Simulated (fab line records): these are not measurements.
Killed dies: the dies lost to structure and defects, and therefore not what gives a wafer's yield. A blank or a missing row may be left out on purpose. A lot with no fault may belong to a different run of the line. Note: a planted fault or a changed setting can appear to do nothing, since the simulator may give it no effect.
Which tool was responsible? || flow n5 finfet || 27 wafers from 9 lots sampled at 5 of the route's 1938 steps

WHAT EACH GAUGE READ, for each wafer
N5_DUMMY_REMOVAL_INSPECT_06: inspects for defects (brightfield). Usual: raw defect count reads 11 (standard deviation 4.9).
{"lot": "L209", "measured": "day 4 04:35", "on": "defect inspect-02", "raw defect count": "13 13 4", "flag": ""}
{"lot": "L210", "measured": "day 4 14:08", "on": "defect inspect-02", "raw defect count": "15 5 7", "flag": ""}
{"lot": "L215", "measured": "day 5 21:07", "on": "defect inspect-01", "raw defect count": "8 12 8", "flag": ""}
{"lot": "L217", "measured": "day 6 08:26", "on": "defect inspect-02", "raw defect count": "4 8 8", "flag": ""}
{"lot": "L219", "measured": "day 6 23:32", "on": "defect inspect-02", "raw defect count": "5 15 11", "flag": ""}
{"lot": "L220", "measured": "day 7 02:13", "on": "defect inspect-01", "raw defect count": "12 21 6", "flag": ""}
{"lot": "L226", "measured": "day 8 10:40", "on": "defect inspect-01", "raw defect count": "12 14 9", "flag": ""}
{"lot": "L230", "measured": "day 9 10:09", "on": "defect inspect-02", "raw defect count": "14 7 7", "flag": ""}
{"lot": "L231", "measured": "day 9 16:43", "on": "defect inspect-01", "raw defect count": "9 8 12", "flag": ""}

N5_BEOL_M4_RC_MEAS_101. Usual: DIBL_N 36.4 mV/V, standard deviation 1.6; DIBL_P 35.9 mV/V, standard deviation 2; IOFF_N 0.152 nA/um, standard deviation 0.03; IOFF_P 0.20 nA/um, standard deviation 0.032; ION_N 670 uA/um, standard deviation 12; ION_P 459 uA/um, standard deviation 7.3; SS_N 71.6 mV/dec, standard deviation 0.55; SS_P 73.2 mV/dec, standard deviation 0.69; VT_N 251 mV, standard deviation 3.5; VT_P -252 mV, standard deviation 3.2.
{"lot": "L209", "measured": "day 8 03:50", "on": "prober-01", "DIBL_N (mV/V)": "36.7 36.5 37.9", "DIBL_P (mV/V)": "33.8 35.5 37.1", "IOFF_N (nA/um)": "0.139 0.153 0.177", "IOFF_P (nA/um)": "0.18 0.22 0.24", "ION_N (uA/um)": "656 675 671", "ION_P (uA/um)": "449 461 466", "SS_N (mV/dec)": "71.5 70.7 71.4", "SS_P (mV/dec)": "72.7 72.4 73.3", "VT_N (mV)": "254 249 248", "VT_P (mV)": "-253 -250 -248", "flag": ""}
{"lot": "L210", "measured": "day 8 05:18", "on": "prober-02", "DIBL_N (mV/V)": "38.9 41.3 37.0", "DIBL_P (mV/V)": "38.1 39.3 35.2", "IOFF_N (nA/um)": "0.199 0.236 0.152", "IOFF_P (nA/um)": "0.26 0.28 0.21", "ION_N (uA/um)": "689 693 676", "ION_P (uA/um)": "468 476 465", "SS_N (mV/dec)": "71.2 71.6 70.1", "SS_P (mV/dec)": "73.4 74.2 72.7", "VT_N (mV)": "245 246 252", "VT_P (mV)": "-249 -244 -249", "flag": ""}
{"lot": "L215", "measured": "day 10 08:22", "on": "prober-01", "DIBL_N (mV/V)": "34.1 38.1 35.6", "DIBL_P (mV/V)": "33.3 39.7 35.3", "IOFF_N (nA/um)": "0.108 0.193 0.132", "IOFF_P (nA/um)": "0.13 0.22 0.16", "ION_N (uA/um)": "658 688 674", "ION_P (uA/um)": "448 467 458", "SS_N (mV/dec)": "70.8 71.8 71.5", "SS_P (mV/dec)": "72.8 74.8 73.4", "VT_N (mV)": "258 247 253", "VT_P (mV)": "-261 -251 -253", "flag": ""}
{"lot": "L217", "measured": "day 10 12:04", "on": "prober-01", "DIBL_N (mV/V)": "39.0 39.8 35.8", "DIBL_P (mV/V)": "39.5 41.5 36.2", "IOFF_N (nA/um)": "0.203 0.230 0.138", "IOFF_P (nA/um)": "0.21 0.25 0.17", "ION_N (uA/um)": "686 691 666", "ION_P (uA/um)": "461 470 453", "SS_N (mV/dec)": "72.2 72.4 71.7", "SS_P (mV/dec)": "73.6 74.4 73.2", "VT_N (mV)": "248 246 253", "VT_P (mV)": "-253 -251 -256", "flag": ""}
{"lot": "L219", "measured": "day 11 00:14", "on": "prober-02", "DIBL_N (mV/V)": "36.0 38.8 35.1", "DIBL_P (mV/V)": "33.9 37.8 34.1", "IOFF_N (nA/um)": "0.134 0.198 0.120", "IOFF_P (nA/um)": "0.17 0.24 0.18", "ION_N (uA/um)": "659 688 667", "ION_P (uA/um)": "455 470 461", "SS_N (mV/dec)": "70.7 71.3 71.5", "SS_P (mV/dec)": "73.4 74.6 73.5", "VT_N (mV)": "252 245 254", "VT_P (mV)": "-251 -250 -252", "flag": ""}
{"lot": "L220", "measured": "day 11 09:44", "on": "prober-02", "DIBL_N (mV/V)": "35.1 37.5 35.2", "DIBL_P (mV/V)": "33.5 37.4 33.9", "IOFF_N (nA/um)": "0.128 0.183 0.135", "IOFF_P (nA/um)": "0.17 0.23 0.18", "ION_N (uA/um)": "661 690 678", "ION_P (uA/um)": "456 469 466", "SS_N (mV/dec)": "71.8 72.6 71.8", "SS_P (mV/dec)": "72.7 74.3 72.1", "VT_N (mV)": "254 247 252", "VT_P (mV)": "-253 -249 -250", "flag": ""}
{"lot": "L226", "measured": "day 12 22:43", "on": "prober-02", "DIBL_N (mV/V)": "34.8 37.4 33.3", "DIBL_P (mV/V)": "35.7 36.9 33.8", "IOFF_N (nA/um)": "0.120 0.139 0.092", "IOFF_P (nA/um)": "0.18 0.24 0.20", "ION_N (uA/um)": "656 639 638", "ION_P (uA/um)": "458 453 461", "SS_N (mV/dec)": "71.3 72.3 70.8", "SS_P (mV/dec)": "73.2 73.4 72.5", "VT_N (mV)": "255 260 262", "VT_P (mV)": "-254 -247 -248", "flag": ""}
{"lot": "L230", "measured": "day 13 23:13", "on": "prober-02", "DIBL_N (mV/V)": "35.3 36.3 34.5", "DIBL_P (mV/V)": "35.4 35.6 35.5", "IOFF_N (nA/um)": "0.135 0.160 0.127", "IOFF_P (nA/um)": "0.19 0.20 0.25", "ION_N (uA/um)": "671 667 664", "ION_P (uA/um)": "458 452 473", "SS_N (mV/dec)": "71.7 72.3 71.1", "SS_P (mV/dec)": "73.6 73.2 73.2", "VT_N (mV)": "255 253 254", "VT_P (mV)": "-253 -252 -245", "flag": ""}
{"lot": "L231", "measured": "day 13 18:51", "on": "prober-01", "DIBL_N (mV/V)": "35.6 35.7 34.8", "DIBL_P (mV/V)": "34.2 34.9 32.8", "IOFF_N (nA/um)": "0.128 0.124 0.117", "IOFF_P (nA/um)": "0.16 0.16 0.14", "ION_N (uA/um)": "659 668 654", "ION_P (uA/um)": "445 458 447", "SS_N (mV/dec)": "71.3 71.0 71.2", "SS_P (mV/dec)": "73.0 73.4 72.5", "VT_N (mV)": "255 254 256", "VT_P (mV)": "-257 -258 -261", "flag": ""}

WHICH TOOL RAN EACH LOT (tool, then ch and the chambers of the sampled wafers, then the start)
{"lot": "L209", "N5_HKMG_FIN_STRIP_57": "rie diel-03 ch 0,1,2, day 4 06:16", "N5_HKMG_FIN_ETCH_58": "rie diel-03 ch 0,1,2, day 4 06:17", "N5_HKMG_FIN_PWFM_ALD_03": "ald metal-01 ch 0,2, day 4 08:26"}
{"lot": "L210", "N5_HKMG_FIN_STRIP_57": "rie diel-01 ch 0,1,2, day 4 15:45", "N5_HKMG_FIN_ETCH_58": "rie diel-01 ch 0,1,2, day 4 15:46", "N5_HKMG_FIN_PWFM_ALD_03": "ald metal-01 ch 0,3, day 4 17:56"}
{"lot": "L215", "N5_HKMG_FIN_STRIP_57": "rie diel-04 ch 0,2,3, day 5 22:47", "N5_HKMG_FIN_ETCH_58": "rie diel-04 ch 0,2,3, day 5 22:49", "N5_HKMG_FIN_PWFM_ALD_03": "ald metal-03 ch 0,1,2, day 6 01:02"}
{"lot": "L217", "N5_HKMG_FIN_STRIP_57": "rie diel-04 ch 0,1,2, day 6 10:06", "N5_HKMG_FIN_ETCH_58": "rie diel-04 ch 0,1,2, day 6 10:07", "N5_HKMG_FIN_PWFM_ALD_03": "ald metal-01 ch 0,2, day 6 12:23"}
{"lot": "L219", "N5_HKMG_FIN_STRIP_57": "rie diel-03 ch 1,2, day 7 01:05", "N5_HKMG_FIN_ETCH_58": "rie diel-03 ch 1,2, day 7 01:06", "N5_HKMG_FIN_PWFM_ALD_03": "ald metal-04 ch 0,2,3, day 7 03:21"}
{"lot": "L220", "N5_HKMG_FIN_STRIP_57": "rie diel-01 ch 0,3, day 7 03:58", "N5_HKMG_FIN_ETCH_58": "rie diel-01 ch 0,3, day 7 03:59", "N5_HKMG_FIN_PWFM_ALD_03": "ald metal-01 ch 0,2, day 7 06:18"}
{"lot": "L226", "N5_HKMG_FIN_STRIP_57": "rie diel-01 ch 2,3, day 8 12:25", "N5_HKMG_FIN_ETCH_58": "rie diel-01 ch 2,3, day 8 12:26", "N5_HKMG_FIN_PWFM_ALD_03": "ald metal-01 ch 1,3, day 8 14:34"}
{"lot": "L230", "N5_HKMG_FIN_STRIP_57": "rie diel-01 ch 0,1,3, day 9 11:53", "N5_HKMG_FIN_ETCH_58": "rie diel-01 ch 0,1,3, day 9 11:55", "N5_HKMG_FIN_PWFM_ALD_03": "ald metal-01 ch 1,2,3, day 9 14:09"}
{"lot": "L231", "N5_HKMG_FIN_STRIP_57": "rie diel-03 ch 1,2, day 9 18:32", "N5_HKMG_FIN_ETCH_58": "rie diel-03 ch 1,2, day 9 18:34", "N5_HKMG_FIN_PWFM_ALD_03": "ald metal-03 ch 0,2,3, day 9 20:47"}
- N5_HKMG_FIN_STRIP_57: strips in CF4.
- N5_HKMG_FIN_ETCH_58: etches SOC in N2/H2, target depth 215.8 nm, time 741 s.
- N5_HKMG_FIN_PWFM_ALD_03: deposits TiN, target thk 2 nm, pulse time 1 s, purge time 3 s.

WHAT THE TOOLS THEMSELVES READ (means of the sampled wafers that have a number; where no wafer has one, the mark that the record gives instead)
N5_HKMG_FIN_STRIP_57. Usual: bias power w 75.01 W, standard deviation 0.23; drypump motor current A 5.6 A, standard deviation 0.44; oes product au 0.76 a.u., standard deviation 0.07; rf vpp V 270.9 V, standard deviation 1.6; showerhead plenum p Torr 1.79 Torr, standard deviation 0.06; throttle valve pct 13.62 %, standard deviation 0.16.
{"lot": "L209", "tool": "rie diel-03", "bias power w (W)": 74.82, "drypump motor current A (A)": 5.9, "oes product au (a.u.)": 0.81, "rf vpp V (V)": 271.1, "showerhead plenum p Torr (Torr)": 1.82, "throttle valve pct (%)": 13.47, "flag": ""}
{"lot": "L210", "tool": "rie diel-01", "bias power w (W)": 74.99, "drypump motor current A (A)": 5.3, "oes product au (a.u.)": 0.75, "rf vpp V (V)": 270.1, "showerhead plenum p Torr (Torr)": 1.72, "throttle valve pct (%)": 13.67, "flag": ""}
{"lot": "L215", "tool": "rie diel-04", "bias power w (W)": 75.06, "drypump motor current A (A)": 5.5, "oes product au (a.u.)": 0.74, "rf vpp V (V)": 271.9, "showerhead plenum p Torr (Torr)": 1.81, "throttle valve pct (%)": 13.63, "flag": ""}
{"lot": "L217", "tool": "rie diel-04", "bias power w (W)": 75.11, "drypump motor current A (A)": 5.8, "oes product au (a.u.)": 0.75, "rf vpp V (V)": 270.9, "showerhead plenum p Torr (Torr)": 1.79, "throttle valve pct (%)": 13.61, "flag": ""}
{"lot": "L219", "tool": "rie diel-03", "bias power w (W)": 74.88, "drypump motor current A (A)": 6.2, "oes product au (a.u.)": 0.73, "rf vpp V (V)": 270.7, "showerhead plenum p Torr (Torr)": 1.77, "throttle valve pct (%)": 13.61, "flag": ""}
{"lot": "L220", "tool": "rie diel-01", "bias power w (W)": 75.07, "drypump motor current A (A)": 5.8, "oes product au (a.u.)": 0.81, "rf vpp V (V)": 269.9, "showerhead plenum p Torr (Torr)": 1.77, "throttle valve pct (%)": 13.46, "flag": ""}
{"lot": "L226", "tool": "rie diel-01", "bias power w (W)": 75.05, "drypump motor current A (A)": 5.6, "oes product au (a.u.)": 0.84, "rf vpp V (V)": 272.3, "showerhead plenum p Torr (Torr)": 1.84, "throttle valve pct (%)": 13.62, "flag": ""}
{"lot": "L230", "tool": "rie diel-01", "bias power w (W)": 75.16, "drypump motor current A (A)": 5.6, "oes product au (a.u.)": 0.75, "rf vpp V (V)": 269.1, "showerhead plenum p Torr (Torr)": 1.75, "throttle valve pct (%)": 13.64, "flag": ""}
{"lot": "L231", "tool": "rie diel-03", "bias power w (W)": 75.04, "drypump motor current A (A)": 6.3, "oes product au (a.u.)": 0.71, "rf vpp V (V)": 269.8, "showerhead plenum p Torr (Torr)": 1.76, "throttle valve pct (%)": 13.66, "flag": ""}

N5_HKMG_FIN_ETCH_58. Usual: drypump motor current A 5.6 A, standard deviation 0.44; oes product au 0.76 a.u., standard deviation 0.073; rf vpp V 99.1 V, standard deviation 0.9; showerhead plenum p Torr 2.53 Torr, standard deviation 0.084; throttle valve pct 17.82 %, standard deviation 0.17.
{"lot": "L209", "tool": "rie diel-03", "drypump motor current A (A)": 5.9, "oes product au (a.u.)": 0.82, "rf vpp V (V)": 99.3, "showerhead plenum p Torr (Torr)": 2.57, "throttle valve pct (%)": 17.65, "flag": ""}
{"lot": "L210", "tool": "rie diel-01", "drypump motor current A (A)": 5.3, "oes product au (a.u.)": 0.75, "rf vpp V (V)": 98.6, "showerhead plenum p Torr (Torr)": 2.44, "throttle valve pct (%)": 17.85, "flag": ""}
{"lot": "L215", "tool": "rie diel-04", "drypump motor current A (A)": 5.5, "oes product au (a.u.)": 0.74, "rf vpp V (V)": 99.2, "showerhead plenum p Torr (Torr)": 2.56, "throttle valve pct (%)": 17.78, "flag": ""}
{"lot": "L217", "tool": "rie diel-04", "drypump motor current A (A)": 5.8, "oes product au (a.u.)": 0.75, "rf vpp V (V)": 98.3, "showerhead plenum p Torr (Torr)": 2.55, "throttle valve pct (%)": 17.85, "flag": ""}
{"lot": "L219", "tool": "rie diel-03", "drypump motor current A (A)": 6.3, "oes product au (a.u.)": 0.73, "rf vpp V (V)": 98.5, "showerhead plenum p Torr (Torr)": 2.50, "throttle valve pct (%)": 17.75, "flag": ""}
{"lot": "L220", "tool": "rie diel-01", "drypump motor current A (A)": 5.8, "oes product au (a.u.)": 0.82, "rf vpp V (V)": 98.2, "showerhead plenum p Torr (Torr)": 2.50, "throttle valve pct (%)": 17.67, "flag": ""}
{"lot": "L226", "tool": "rie diel-01", "drypump motor current A (A)": 5.6, "oes product au (a.u.)": 0.84, "rf vpp V (V)": 99.2, "showerhead plenum p Torr (Torr)": 2.60, "throttle valve pct (%)": 17.87, "flag": ""}
{"lot": "L230", "tool": "rie diel-01", "drypump motor current A (A)": 5.6, "oes product au (a.u.)": 0.76, "rf vpp V (V)": 98.8, "showerhead plenum p Torr (Torr)": 2.48, "throttle valve pct (%)": 17.89, "flag": ""}
{"lot": "L231", "tool": "rie diel-03", "drypump motor current A (A)": 6.2, "oes product au (a.u.)": 0.71, "rf vpp V (V)": 99.6, "showerhead plenum p Torr (Torr)": 2.49, "throttle valve pct (%)": 17.78, "flag": ""}

N5_HKMG_FIN_PWFM_ALD_03. Usual: heater power w 912 W, standard deviation 77; precursor pulse height rel 1.002, standard deviation 0.021; susceptor temp C 399.99 C, standard deviation 0.21.
{"lot": "L209", "tool": "ald metal-01", "heater power w (W)": 849, "precursor pulse height rel": 0.983, "susceptor temp C (C)": 400.10, "flag": ""}
{"lot": "L210", "tool": "ald metal-01", "heater power w (W)": 883, "precursor pulse height rel": 0.998, "susceptor temp C (C)": 399.95, "flag": ""}
{"lot": "L215", "tool": "ald metal-03", "heater power w (W)": 862, "precursor pulse height rel": 1.016, "susceptor temp C (C)": 400.18, "flag": ""}
{"lot": "L217", "tool": "ald metal-01", "heater power w (W)": 826, "precursor pulse height rel": 0.981, "susceptor temp C (C)": 400.00, "flag": ""}
{"lot": "L219", "tool": "ald metal-04", "heater power w (W)": 965, "precursor pulse height rel": 0.985, "susceptor temp C (C)": 400.12, "flag": ""}
{"lot": "L220", "tool": "ald metal-01", "heater power w (W)": 860, "precursor pulse height rel": 1.006, "susceptor temp C (C)": 399.77, "flag": ""}
{"lot": "L226", "tool": "ald metal-01", "heater power w (W)": 940, "precursor pulse height rel": 1.017, "susceptor temp C (C)": 414.99, "flag": "OFF"}
{"lot": "L230", "tool": "ald metal-01", "heater power w (W)": 901, "precursor pulse height rel": 1.005, "susceptor temp C (C)": 407.26, "flag": "OFF"}
{"lot": "L231", "tool": "ald metal-03", "heater power w (W)": 884, "precursor pulse height rel": 1.018, "susceptor temp C (C)": 400.14, "flag": ""}

THE ANSWER, worked out from the rows above alone
Rule: lot off if the mean of its wafers having a number is beyond 3 standard deviations from the usual mean. Also off: a lot with no number at a reading for which 4 or more lots have one. All remaining lots with rows at the step are treated as sound. After the gauges, taken in route order, come the tools' own readings; for these a lot's mean is taken, as printed above. At the first step where some lot is off, the reading lying furthest off is the one used; lots without a number count as furthest.
Off: L226, L230 (N5_HKMG_FIN_PWFM_ALD_03, susceptor temp C).
If a tool, at that step or one of the process steps before it, ran each lot that is off and ran no sound lot following the first of them, it fits. This does not decide it: 2 tools fit, namely rie diel-01 at N5_HKMG_FIN_STRIP_57 and N5_HKMG_FIN_ETCH_58 and ald metal-01 at N5_HKMG_FIN_PWFM_ALD_03.

WHAT THE SIMULATOR HAD PUT IN
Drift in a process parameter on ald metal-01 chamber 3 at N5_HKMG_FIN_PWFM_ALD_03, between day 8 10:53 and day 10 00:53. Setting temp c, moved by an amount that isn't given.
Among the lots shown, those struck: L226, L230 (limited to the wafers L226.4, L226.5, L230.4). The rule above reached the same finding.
